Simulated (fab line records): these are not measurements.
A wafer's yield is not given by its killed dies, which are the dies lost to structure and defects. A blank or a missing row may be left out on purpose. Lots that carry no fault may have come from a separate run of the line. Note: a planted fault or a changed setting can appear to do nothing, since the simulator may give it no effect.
Split-lot trial    flow n5-finfet    route with 1938 steps; 7 lots, 21 wafers read

== THE SPLIT ==
At N5_BEOL_M13_COAT_22 (resist thk 300 nm), the setting spin-rpm was moved away from the recipe's 2888 rpm on 7 of the 21 wafers read, by -11.0% to +3.2%. All remaining wafers had this setting at the recipe value.

The split's own step is where the reading is taken.

== THE READING ==
coat_of_BEOL_M13_COAT_22.thk-nm (the simulator's own value, which no gauge read), in nm, at N5_BEOL_M13_COAT_22 (resist thk 300 nm). No usual value for it is given in the file. Here, 14 wafers ran the recipe; their average is 300.4 nm with a standard deviation of 0.59 nm.

wafer   tool, chamber at the split  spin-rpm as run, rpm  against the recipe  coat_of_BEOL_M13_COAT_22.thk-nm, nm  against lot-mates on the recipe
L078.1  litho-track-02, 0           2888                  recipe              299.6                                -
L078.2  litho-track-02, 0           2888                  recipe              300.6                                -
L078.3  litho-track-02, 0           2888                  recipe              299.8                                -
L083.3  litho-track-02, 0           2888                  recipe              301.2                                -
L083.4  litho-track-02, 0           2888                  recipe              301.2                                -
L083.6  litho-track-02, 0           2738                  -5.2%               309.2                                +8.0
L081.1  litho-track-03, 0           2888                  recipe              301                                  -
L081.4  litho-track-03, 0           2979                  +3.2%               297                                  -3.4
L081.5  litho-track-03, 0           2888                  recipe              299.8                                -
L082.1  litho-track-02, 0           2888                  recipe              300.4                                -
L082.2  litho-track-02, 0           2888                  recipe              300.4                                -
L082.3  litho-track-02, 0           2611                  -9.6%               315.2                                +14.8
L090.1  litho-track-03, 0           2570                  -11.0%              318.8                                +19.4
L090.3  litho-track-03, 0           2570                  -11.0%              317                                  +17.6
L090.6  litho-track-03, 0           2888                  recipe              299.4                                -
L093.1  litho-track-03, 0           2646                  -8.4%               313.6                                +12.8
L093.4  litho-track-03, 0           2646                  -8.4%               314.6                                +13.8
L093.6  litho-track-03, 0           2888                  recipe              300.8                                -
L095.2  litho-track-02, 0           2888                  recipe              301                                  -
L095.3  litho-track-02, 0           2888                  recipe              299.8                                -
L095.5  litho-track-02, 0           2888                  recipe              300.4                                -

THE FIT
A straight line over all 21 wafers: coat_of_BEOL_M13_COAT_22.thk-nm changes by -1.58 nm for each +1% of spin-rpm; r = -0.99; the points scatter about the line by 0.73 nm.
The same after taking each lot's own level away (the mean of its wafers on the recipe; 21 wafers): -1.6 nm for each +1%; r = -1.00; scatter 0.67 nm.
The reading moves by 18 nm for the largest change in spin-rpm, on that fit.
Measured against the standard deviation above, the lots' own levels, which go from 299.40 to 301.20 nm, span 3.0 times it.
Consequently the slope shifts little with the lot-to-lot level, the two slopes agreeing.
Check: +17.2 nm against its lot-mates is what the line predicts for one of the wafers moved furthest among these (-11.0%) when that wafer is left out of the fit. It came out at +19.4 nm against them.

== ADDITIONAL SPLITS CARRIED BY THESE WAFERS ==
Before the reading, these wafers also passed through other splits. Each is held against what the fit with the lots' levels taken away leaves over:
other split on the same wafers    wafers away from the commonest value  r with coat_of_BEOL_M13_COAT_22.thk-nm (lot level and that fit taken away)
N5_BEOL_M9_TRENCH_ETCH_37 time-s  7                                     -0.09
N5_BEOL_M10_COAT_60 spin-rpm      5                                     -0.20
N5_BEOL_M11_COAT_05 spin-rpm      7                                     +0.19
N5_BEOL_M11_ETCH_62 time-s        9                                     +0.23
N5_BEOL_M11_VIA_ETCH_34 time-s    6                                     -0.13
N5_BEOL_M11_ETCH_41 time-s        8                                     -0.30

== FILE'S OWN FIT ==
coat_of_BEOL_M13_COAT_22.thk-nm changes by -1.59 nm for each +1% of spin-rpm, r = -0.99.
